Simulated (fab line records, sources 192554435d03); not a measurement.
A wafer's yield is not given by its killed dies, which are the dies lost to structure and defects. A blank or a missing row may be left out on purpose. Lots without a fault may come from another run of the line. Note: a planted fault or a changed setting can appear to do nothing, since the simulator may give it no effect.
3 desks, one fault ; flow n5-finfet ; each desk holds nothing but its own numbers, with what lay behind them at the end

## TOOL OWNER'S DESK, lpcvd-01
The tool's own readings at N5_DUMMY_GATE_CVD_03 (deposits a-Si from SiH4, target thk 150 nm, time 8042 s): means of the sampled wafers that have a number, for each lot that ran on this tool. Any lot whose mean is over 4 standard deviations away from the usual mean is out of limits and marked OUT; that distance is given in the brackets.
Columns: A = spike-tc-bottom-C at N5_DUMMY_GATE_CVD_03, usual 553 C; B = spike-tc-centre-C at N5_DUMMY_GATE_CVD_03, usual 529.7 C; C = spike-tc-lower-C at N5_DUMMY_GATE_CVD_03, usual 530.0 C; D = zone-power-top-pct at N5_DUMMY_GATE_CVD_03, usual 15.4 %
lot;first seen here;A;B;C;D
L906;day 3 13:38;549;528.8;530.9;16.4
L910;day 4 07:26;551;530.1;530.6;14.4
L911;day 4 16:53;551;530.0;529.9;14.4
L916;day 5 21:33;548;529.3;530.2;16.4
L918;day 6 06:20;548;529.7;530.8;16.6
L924;day 7 18:49;550;530.1;530.9;14.5
L925;day 8 00:11;550;530.0;531.4;14.4
L926;day 8 06:59;550;530.2;530.9;14.5
This desk's verdict: no lot among the 8 shows anything out of limits.

## AT THE METROLOGY DESK
Means of the sampled wafers that have a number, per lot and without regard to the tool the lot ran on: this is what the gauges read. Any lot whose mean is over 4 standard deviations away from the usual mean is out of limits and marked OUT; that distance is given in the brackets. It has 13 readings, of which 7 appear: the earliest out of limits, and the ones furthest out on some lot.
Columns: A = thk-nm at N5_DUMMY_GATE_THK_MEAS_05, usual 71.9 nm; B = SDB_THK at N5_SDB_THK_MEAS_31, usual 64.2 nm; C = DIBL_N at N5_BEOL_M4_RC_MEAS_101, usual 36.0 mV/V; D = DIBL_P at N5_BEOL_M4_RC_MEAS_101, usual 35.8 mV/V; E = IOFF_P at N5_BEOL_M4_RC_MEAS_101, usual 0.20 nA/um; F = ION_N at N5_BEOL_M4_RC_MEAS_101, usual 670 uA/um; G = ION_P at N5_BEOL_M4_RC_MEAS_101, usual 459 uA/um
lot;first seen here;A;B;C;D;E;F;G
L905;day 2 22:49;71.1;63.4;36.1;35.6;0.19;672;461
L906;day 3 10:02;72.2;64.4;36.2;36.4;0.20;668;454
L910;day 4 03:50;71.9;64.1;34.9;33.3;0.18;659;459
L911;day 4 11:46;71.1;63.3;35.3;34.4;0.16;655;446
L916;day 5 18:03;53.3 (-17) OUT;45.6 (-17) OUT;37.2;38.4;0.21;674;457
L918;day 6 02:34;52.1 (-18) OUT;44.4 (-18) OUT;36.8;35.9;0.19;672;459
L924;day 7 15:09;71.8;64.0;36.6;37.4;0.19;664;450
L925;day 7 20:30;70.7;63.0;36.0;36.4;0.23;678;467
L926;day 8 03:31;72.2;64.5;33.1;32.2;0.14;648;446
This desk finds L916, L918 out of limits, L916 being first, at day 6 01:31 (thk-nm at N5_DUMMY_GATE_THK_MEAS_05). In limits: L905, L906, L910, L911, L924, L925, L926.

## THE DEFECT DESK
Per lot, the means of the sampled wafers with a number show what the inspections along the route counted. Any lot whose mean is over 4 standard deviations away from the usual mean is out of limits and marked OUT; that distance is given in the brackets.
Columns: A = raw-defect-count at N5_STI_FIN_REVEAL_INSPECT_13, usual 13
lot;first seen here;A
L905;day 3 02:22;13
L906;day 3 13:26;10
L910;day 4 07:07;10
L911;day 4 15:16;15
L916;day 5 21:21;13
L918;day 6 06:04;14
L924;day 7 18:37;13
L925;day 7 23:59;12
L926;day 8 06:47;12
This desk's verdict: no lot among the 9 shows anything out of limits.

## PUT TOGETHER
L916, L918 would have let the metrology desk raise an alarm at day 6 01:31.
The tool owner's desk saw nothing out of limits.
Nothing out of limits was seen by the defect desk.
The tool owner's desk has L916, L918 on record, within its limits.
The defect desk has L916, L918 on record, within its limits.
All the named lots went through N5_DUMMY_GATE_CVD_03 on lpcvd-01.

## WHAT THE SIMULATOR PUT IN
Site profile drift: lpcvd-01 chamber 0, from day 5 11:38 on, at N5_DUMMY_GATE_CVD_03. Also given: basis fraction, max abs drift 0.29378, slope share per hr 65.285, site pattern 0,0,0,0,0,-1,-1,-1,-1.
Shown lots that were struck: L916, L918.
Per desk, hours elapsed from the start of the fault to the first reading out of limits: for the metrology desk, 14.
